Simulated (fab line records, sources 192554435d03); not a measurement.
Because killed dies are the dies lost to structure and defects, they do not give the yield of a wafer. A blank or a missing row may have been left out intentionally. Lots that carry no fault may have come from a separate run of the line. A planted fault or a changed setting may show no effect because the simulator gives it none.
Struck lot and sound lot, side by side | flow n5Finfet | 36 steps out of a route of 1938
Sound: the wafers L293.1, L293.3, L293.6. Wafers struck: L284.2, L284.3, L284.4. The cause is given at the end.
For every step that has rows: the tool of each side, followed by ch and its chambers, followed by its first start. Under that, the readings that differ: sound wafers | struck wafers | difference of the means | sigmas: that difference in standard deviations of wafers without a fault.
alike: readings whose means differ by less than 2 such deviations, and words and numbers that are the same on both sides. not compared: withheld readings, readings that some wafer has no value for, bounds like >300 that may hide the same value, and numbers for which the record gives no deviation and whose values overlap.
The two part at a step that has a row with sigmas, a row that says differs or no value, or rows on one side only. When numbers do not overlap yet have no deviation, they are printed without sigmas and do not part them. Lack of a reading on every wafer of one side parts them only where that side has two or more wafers.

first, 9 steps without rows for these wafers: N5_BEOL_M4_ANNEAL_95 (time 240 s); N5_BEOL_M4_SPUTTER_96 (material Cu, target thk 4.5 nm, time 8.29 s); N5_BEOL_M4_ECD_50 (material Cu, target thk 300 nm); N5_BEOL_M4_ANNEAL_51 (time 90 s); N5_BEOL_M4_CMP_52 (polishes, stops on SiOC, t overpolish 6.8 s, target thk 40 nm); N5_BEOL_M4_PRE_CLEAN_60 (time 15 s); N5_BEOL_M4_CO_CAP_55 (material Co, precursor CCTBA/H2, target thk 2 nm, time 102.1 s); N5_BEOL_M4_PRE_CLEAN_56 (time 15 s); N5_BEOL_M4_DEP_57 (deposits SiCN from 3MS/NH3, target thk 8 nm, time 14 s).
N5_BEOL_M4_RC_MEAS_101:
  sound on prober-02 ch 0, day 13 22:55; struck on prober-02 ch 0, day 11 15:04
reading   | sound       | struck      | difference | sigmas
VT_N (mV) | 255 251 256 | 250 247 245 | -7         | -2
  alike: DIBL_N, DIBL_P, IOFF_N, IOFF_P, ION_N, ION_P, SS_N, SS_P, VT_P
then, 24 steps without rows for these wafers: N5_BEOL_M5_ILD_DEP_00 (deposits SiCOH lowk from DEMS/porogen, target thk 140.64 nm, time 25.9 s); N5_BEOL_M5_CURE_79 (cures SiCOH lowk, time 240 s); N5_BEOL_M5_PECVD_70 (deposits SiO2 from TEOS/O2, target thk 16 nm, time 18 s); N5_BEOL_M5_HM_DEP_02 (deposits TiN, target thk 20 nm); N5_BEOL_M5_COAT_59 (time 60 s, resist thk 60 nm); N5_BEOL_M5_COAT_60 (time 60 s, resist thk 12 nm); N5_BEOL_M5_COAT_71 (time 60 s, resist thk 5 nm); N5_BEOL_M5_COAT_05 (resist thk 30 nm); N5_BEOL_M5_EBR_07; N5_BEOL_M5_SOFTBAKE_06 (time 60 s); N5_BEOL_M5_EXPOSE_08 (exposes mask M5, target cd 28 nm); N5_BEOL_M5_PEB_09 (peb time 60 s); N5_BEOL_M5_DEVELOP_10 (develop time 30 s); N5_BEOL_M5_DESCUM_16 (chemistry O2, time 7 s); N5_BEOL_M5_ETCH_72 (etches underlayer in N2/H2, target depth 6.5 nm, time 5.2 s); N5_BEOL_M5_ETCH_61 (etches SiARC in CF4, target depth 15.6 nm, time 26 s); N5_BEOL_M5_ETCH_62 (etches SOC in N2/H2, target depth 75 nm, overetch 15 nm, time 112.5 s); N5_BEOL_M5_STRIP_63 (strips in N2/H2); N5_BEOL_M5_STRIP_73 (strips in N2/H2); N5_BEOL_M5_STRIP_64 (strips in CF4); N5_BEOL_M5_HM_OPEN_17 (chemistry Cl2/BCl3, target TiN, target depth 20 nm, overetch 6 nm); N5_BEOL_M5_STRIP_19 (strips in O2); N5_BEOL_M5_COAT_65 (time 60 s, resist thk 60 nm); N5_BEOL_M5_COAT_66 (time 60 s, resist thk 12 nm).
-- a jump in the record: the struck wafers' starts before and after are 4 days apart (it breaks off in module BEOL_M5 and resumes in module PASSIVATION, where the first step shown is number 1936 of the route) --
N5_PASSIVATION_ETCH_15: etches SiCN in CF4/N2, target depth 75 nm, time 81.2 s.
  sound on rieDiel-03 ch 1,2, day 17 16:44; struck on rieDiel-03 ch 1,2,3, day 15 16:20
  no value came back on the struck wafers for any of 9 readings (biasW (W), cf4FlowSccm (sccm) and others); on the sound wafers biasW (W) reads 70.39 69.88 70.09
  not compared: rfHoursCounterH
N5_PASSIVATION_PROBE_49:
  only the struck wafers here have rows in the record (prober-02, day 15 23:02); the sound ones have none

== WHERE THEY PART ==
At N5_BEOL_M4_RC_MEAS_101 first; at N5_PASSIVATION_PROBE_49 last (within this record only).

WHY: the cause the simulator had injected
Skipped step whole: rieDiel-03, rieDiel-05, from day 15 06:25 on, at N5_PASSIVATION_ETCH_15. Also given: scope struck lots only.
